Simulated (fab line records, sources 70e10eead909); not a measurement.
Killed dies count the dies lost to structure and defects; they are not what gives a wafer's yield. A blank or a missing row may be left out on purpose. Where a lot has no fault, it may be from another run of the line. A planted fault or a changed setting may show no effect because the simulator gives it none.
Which tool did it? + flow nand_harc + Sampling: 14 lots, 42 wafers, 5 of 1302 route steps

== WHAT THE GAUGES SHOWED, per wafer ==
NHARC_END_SORT_01. Usual: killed_at_array 64, standard deviation 20; killed_at_other 0.7, standard deviation 1.1; killed_at_periphery 3.6, standard deviation 2.7; killed_dies 68, standard deviation 20; killed_open 2.8, standard deviation 1.9; killed_short 2.3, standard deviation 1.5.
| lot  | measured     | on        | killed_at_array | killed_at_other | killed_at_periphery | killed_dies | killed_open | killed_short | flag |
|------|--------------|-----------|-----------------|-----------------|---------------------|-------------|-------------|--------------|------|
| L680 | day 27 14:31 | prober-02 | 609 612 592     | 2 3 3           | 4 5 1               | 615 620 596 | 2 3 1       | 2 3 1        | OFF  |
| L684 | day 27 13:40 | prober-01 | 584 609 588     | 0 1 1           | 4 6 2               | 588 616 591 | 1 4 1       | 1 3 1        | OFF  |
| L696 | day 32 23:49 | prober-02 | 45 61 59        | 0 0 0           | 2 2 2               | 47 63 61    | 2 3 0       | 0 4 2        |      |

== WHICH TOOL RAN EACH LOT (tool, then ch and the chambers of the sampled wafers, then the start) ==
| lot  | NHARC_A_SLIT_DEP_00           | NHARC_A_BONDPAD_PVD_17                  | NHARC_THIN_TSV_ETCH_15           | NHARC_THIN_TSV_CMP_21         |
|------|-------------------------------|-----------------------------------------|----------------------------------|-------------------------------|
| L682 | acl_dep-02 ch 0, day 21 15:29 | pvd_sputter-03, day 26 04:25 or earlier | rie_si-03 ch 0,1,3, day 26 04:25 | cmp-01 ch 0,1,3, day 26 08:02 |
| L680 | acl_dep-01 ch 0, day 22 04:43 | -                                       | -                                | -                             |
| L684 | acl_dep-01 ch 0, day 22 11:25 | -                                       | -                                | -                             |
| L687 | acl_dep-02 ch 0, day 24 15:21 | pvd_sputter-03, day 29 02:19 or earlier | rie_si-05 ch 1,2, day 29 02:19   | cmp-04 ch 0,2,3, day 29 06:08 |
| L688 | acl_dep-02 ch 0, day 24 23:37 | pvd_sputter-02, day 29 03:34 or earlier | rie_si-03 ch 1,3, day 29 03:34   | cmp-02 ch 0,2,3, day 29 07:02 |
| L691 | acl_dep-01 ch 0, day 25 16:01 | pvd_sputter-02, day 29 16:02 or earlier | rie_si-06 ch 0,2,3, day 29 16:02 | cmp-01 ch 1,2,3, day 29 19:35 |
| L692 | acl_dep-01 ch 0, day 26 05:47 | pvd_sputter-01, day 30 15:29 or earlier | rie_si-03 ch 0,2,3, day 30 15:29 | cmp-02 ch 0,1,2, day 30 19:02 |
| L690 | acl_dep-01 ch 0, day 26 14:11 | pvd_sputter-01, day 30 20:21 or earlier | rie_si-05 ch 1,3, day 30 20:21   | cmp-04 ch 0,1,3, day 30 23:56 |
| L693 | acl_dep-02 ch 0, day 27 06:44 | pvd_sputter-01, day 31 09:07 or earlier | rie_si-06 ch 1,2, day 31 09:07   | cmp-01 ch 1,2,3, day 31 12:55 |
| L694 | acl_dep-03 ch 0, day 27 07:48 | pvd_sputter-02, day 31 10:07 or earlier | rie_si-06 ch 0,1,2, day 31 10:07 | cmp-02 ch 0,1,2, day 31 13:47 |
| L696 | acl_dep-03 ch 0, day 27 21:51 | pvd_sputter-02, day 32 05:22 or earlier | rie_si-06 ch 1,2,3, day 32 05:22 | cmp-01 ch 0,3, day 32 08:52   |
| L695 | acl_dep-02 ch 0, day 27 21:52 | pvd_sputter-02, day 32 04:09 or earlier | rie_si-05 ch 1,3, day 32 04:09   | cmp-04 ch 1,3, day 32 07:37   |
| L697 | acl_dep-01 ch 0, day 28 16:09 | pvd_sputter-02, day 33 03:14 or earlier | rie_si-05 ch 2,3, day 33 03:14   | cmp-01 ch 0,1,2, day 33 06:54 |
| L699 | acl_dep-02 ch 0, day 29 05:35 | pvd_sputter-03, day 33 05:53 or earlier | rie_si-05 ch 0,1,2, day 33 05:53 | cmp-04 ch 1,2,3, day 33 09:20 |
- NHARC_A_SLIT_DEP_00: deposits aC, target thk 6200 nm.
- NHARC_A_BONDPAD_PVD_17: deposits TaN, target thk 5 nm, time 8.06 s.
- NHARC_THIN_TSV_ETCH_15: target depth 3000 nm, bosch target overetch cycles 2, bosch etch step 2.8 s.
- NHARC_THIN_TSV_CMP_21: polishes, t overpolish 30 s, target thk 2000 nm.

== AS READ BY THE TOOLS THEMSELVES (means over the sampled wafers that have a number; for cases with no such wafer, the mark the record gives instead) ==
NHARC_A_SLIT_DEP_00. Usual: throttle_valve_pct reads 34.999 % (standard deviation 0.0097).
| lot  | tool       | throttle_valve_pct (%) | flag |
|------|------------|------------------------|------|
| L682 | acl_dep-02 | 35.007                 |      |
| L680 | acl_dep-01 | 35.005                 |      |
| L684 | acl_dep-01 | 34.999                 |      |
| L687 | acl_dep-02 | 35.000                 |      |
| L688 | acl_dep-02 | 34.994                 |      |
| L691 | acl_dep-01 | 34.995                 |      |
| L692 | acl_dep-01 | 34.998                 |      |
| L690 | acl_dep-01 | 34.998                 |      |
| L693 | acl_dep-02 | 34.991                 |      |
| L694 | acl_dep-03 | 35.002                 |      |
| L696 | acl_dep-03 | 35.004                 |      |
| L695 | acl_dep-02 | 34.989                 |      |
| L697 | acl_dep-01 | 35.000                 |      |
| L699 | acl_dep-02 | 34.999                 |      |

NHARC_A_BONDPAD_PVD_17. Usual: chamber_pressure_pa 0.12 Pa, standard deviation 0.00023; throttle_valve_pct 30.3 %, standard deviation 1.2.
| lot  | tool           | chamber_pressure_pa (Pa) | throttle_valve_pct (%) | flag |
|------|----------------|--------------------------|------------------------|------|
| L682 | pvd_sputter-03 | 0.12                     | 29.7                   |      |
| L687 | pvd_sputter-03 | 0.12                     | 29.9                   |      |
| L688 | pvd_sputter-02 | 0.12                     | 31.6                   |      |
| L691 | pvd_sputter-02 | 0.12                     | 30.0                   |      |
| L692 | pvd_sputter-01 | 0.12                     | 30.2                   |      |
| L690 | pvd_sputter-01 | 0.12                     | 29.5                   |      |
| L693 | pvd_sputter-01 | 0.12                     | 30.0                   |      |
| L694 | pvd_sputter-02 | 0.12                     | 31.5                   |      |
| L696 | pvd_sputter-02 | 0.12                     | 31.5                   |      |
| L695 | pvd_sputter-02 | 0.12                     | 31.7                   |      |
| L697 | pvd_sputter-02 | 0.12                     | 32.3                   |      |
| L699 | pvd_sputter-03 | 0.12                     | 30.1                   |      |

NHARC_THIN_TSV_ETCH_15. Usual: drypump_motor_current_A reads 5.8 A (standard deviation 0.43).
| lot  | tool      | drypump_motor_current_A (A) | flag |
|------|-----------|-----------------------------|------|
| L682 | rie_si-03 | 5.2                         |      |
| L687 | rie_si-05 | 6.0                         |      |
| L688 | rie_si-03 | 5.3                         |      |
| L691 | rie_si-06 | 5.6                         |      |
| L692 | rie_si-03 | 5.5                         |      |
| L690 | rie_si-05 | 5.8                         |      |
| L693 | rie_si-06 | 6.2                         |      |
| L694 | rie_si-06 | 5.8                         |      |
| L696 | rie_si-06 | 6.0                         |      |
| L695 | rie_si-05 | 5.9                         |      |
| L697 | rie_si-05 | 6.0                         |      |
| L699 | rie_si-05 | 5.9                         |      |

NHARC_THIN_TSV_CMP_21. Usual: edge_zone_pressure_frac 1.000, standard deviation 0.0057; motor_current_A 12.2 A, standard deviation 1.5; overpolish_run_s 30.000 s, standard deviation 0.0098.
| lot  | tool   | edge_zone_pressure_frac | motor_current_A (A) | overpolish_run_s (s) | flag |
|------|--------|-------------------------|---------------------|----------------------|------|
| L682 | cmp-01 | 0.996                   | 11.4                | 29.999               |      |
| L687 | cmp-04 | 0.999                   | 11.5                | 29.987               |      |
| L688 | cmp-02 | 1.002                   | 12.0                | 30.005               |      |
| L691 | cmp-01 | 1.001                   | 12.2                | 30.003               |      |
| L692 | cmp-02 | 1.008                   | 11.8                | 30.000               |      |
| L690 | cmp-04 | 0.997                   | 12.5                | 30.003               |      |
| L693 | cmp-01 | 1.001                   | 12.2                | 30.008               |      |
| L694 | cmp-02 | 0.996                   | 12.1                | 29.998               |      |
| L696 | cmp-01 | 0.999                   | 10.8                | 30.005               |      |
| L695 | cmp-04 | 0.997                   | 14.3                | 29.998               |      |
| L697 | cmp-01 | 0.997                   | 12.4                | 30.005               |      |
| L699 | cmp-04 | 1.001                   | 13.5                | 29.992               |      |

== THE ANSWER, worked out from the rows above alone ==
Rule: a lot is off if the mean of its wafers that have a number lies more than 3 standard deviations from the usual mean. A lot without any number at a reading at which 4 lots or more have one is off too. Where the step has rows for the other lots, those lots are counted as sound. First the gauges in route order, then the tools' own readings, where a lot's mean is used as printed above. The first step at which some lot is off is used, and at that step the reading that is off furthest; a lot without a number counts as furthest.
Off, at NHARC_END_SORT_01 on killed_dies: L680, L684. Neither off nor sound, because the step has no rows for them: L682, L687, L688, L691, L692, L690, L693, L694, L695, L697, L699.
A tool fits if, at a process step before that reading, it ran every lot that is off, and no sound lot after the first of them. Gauges at NHARC_END_SORT_01: tried the same way as those tools. With no start given for some of its lots, NHARC_A_BONDPAD_PVD_17 uses the hours and lot order of NHARC_THIN_TSV_ETCH_15. One candidate fits, namely acl_dep-01 at NHARC_A_SLIT_DEP_00. It ran no sound lot before its first lot that is off in this sample, so the start can't be narrowed down.

== WHAT THE SIMULATOR HAD PUT IN ==
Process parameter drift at NHARC_A_SLIT_DEP_00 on acl_dep-01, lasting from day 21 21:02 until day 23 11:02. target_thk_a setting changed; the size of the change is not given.
Shown lots that were struck: L684, L680. The rule above reached the same finding.
